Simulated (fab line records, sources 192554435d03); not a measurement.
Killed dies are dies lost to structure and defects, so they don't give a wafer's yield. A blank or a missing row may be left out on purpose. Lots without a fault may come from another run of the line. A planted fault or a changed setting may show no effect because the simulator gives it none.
Chamber matching | flow n5_finfet | N5_BEOL_M10_CURE_71 on uv_cure-02: 3 sister chambers
The step cures SiCOH lowk, time 240 s. 24 wafers are shown with their chamber, then 12 later ones without.

WAFERS WITH THEIR CHAMBER
wafer  | chamber | lamp_power_pct (%) | wafer_temp_C_max
L075.2 | 1       | 52.38              | 386.9
L075.3 | 1       | 52.38              | 386.7
L075.4 | 1       | 52.38              | 386.6
L082.3 | 2       | 52.24              | 386.6
L082.4 | 2       | 52.32              | 386.3
L082.6 | 2       | 52.30              | 386.9
L086.2 | 2       | 52.38              | 386.9
L086.3 | 2       | 52.43              | 386.5
L086.4 | 2       | 52.31              | 386.1
L081.3 | 2       | 52.26              | 387.1
L081.5 | 2       | 52.31              | 387.4
L081.6 | 2       | 52.40              | 387.1
L084.1 | 0       | 52.22              | 387.6
L084.4 | 0       | 52.44              | 387.5
L084.5 | 0       | 52.37              | 388.0
L085.2 | 0       | 52.26              | 386.6
L085.3 | 0       | 52.35              | 388.4
L085.4 | 0       | 52.28              | 386.9
L087.1 | 0       | 52.28              | 386.7
L087.2 | 0       | 52.31              | 386.8
L087.6 | 0       | 52.23              | 387.1
L092.1 | 0       | 52.37              | 387.6
L092.4 | 0       | 52.30              | 387.1
L092.6 | 0       | 52.22              | 387.3

SIGNATURES (means of the wafers above)
reading          | chamber 0 | chamber 1 | chamber 2 | scatter within a chamber
lamp_power_pct   | 52.3025   | 52.3800   | 52.3278   | 0.0633
wafer_temp_C_max | 387.300   | 386.733   | 386.767   | 0.474
Rule: a wafer's distance from a chamber is the root of the sum, over the readings, of the square of ((its reading less the chamber's mean) divided by the reading's scatter). The wafer belongs to the nearest chamber; if the next one is less than 2 further off, it can't be placed. The scatter: the root of (the sum of the squares of (reading less its chamber's mean) over the shown wafers, divided by (wafers less chambers)).

WAFERS WITHOUT THEIR CHAMBER
wafer  | lamp_power_pct (%) | wafer_temp_C_max
L092.2 | 52.32              | 387.0
L092.3 | 52.39              | 387.0
L092.5 | 52.32              | 386.8
L094.2 | 52.29              | 386.4
L094.3 | 52.23              | 387.2
L094.4 | 52.28              | 387.1
L095.1 | 52.34              | 387.6
L095.2 | 52.29              | 387.5
L095.6 | 52.37              | 386.8
L097.4 | 52.35              | 386.6
L097.5 | 52.25              | 386.5
L097.6 | 52.28              | 385.7

WHICH CHAMBER EACH WENT THROUGH
wafer  | from the rows above          | in truth
L092.2 | can't be placed: 2 or 0 or 1 | 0
L092.3 | can't be placed: 1 or 2 or 0 | 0
L092.5 | can't be placed: 2 or 1 or 0 | 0
L094.2 | can't be placed: 2 or 1 or 0 | 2
L094.3 | can't be placed: 0 or 2 or 1 | 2
L094.4 | can't be placed: 0 or 2 or 1 | 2
L095.1 | can't be placed: 0 or 2 or 1 | 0
L095.2 | can't be placed: 0 or 2 or 1 | 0
L095.6 | can't be placed: 1 or 2 or 0 | 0
L097.4 | can't be placed: 2 or 1 or 0 | 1
L097.5 | can't be placed: 2 or 0 or 1 | 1
L097.6 | can't be placed: 2 or 1 or 0 | 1
Placed correctly: 0 of 12. Can't be placed from these rows: 12 (the true chamber is among the candidates in 12). Placed wrongly: 0.
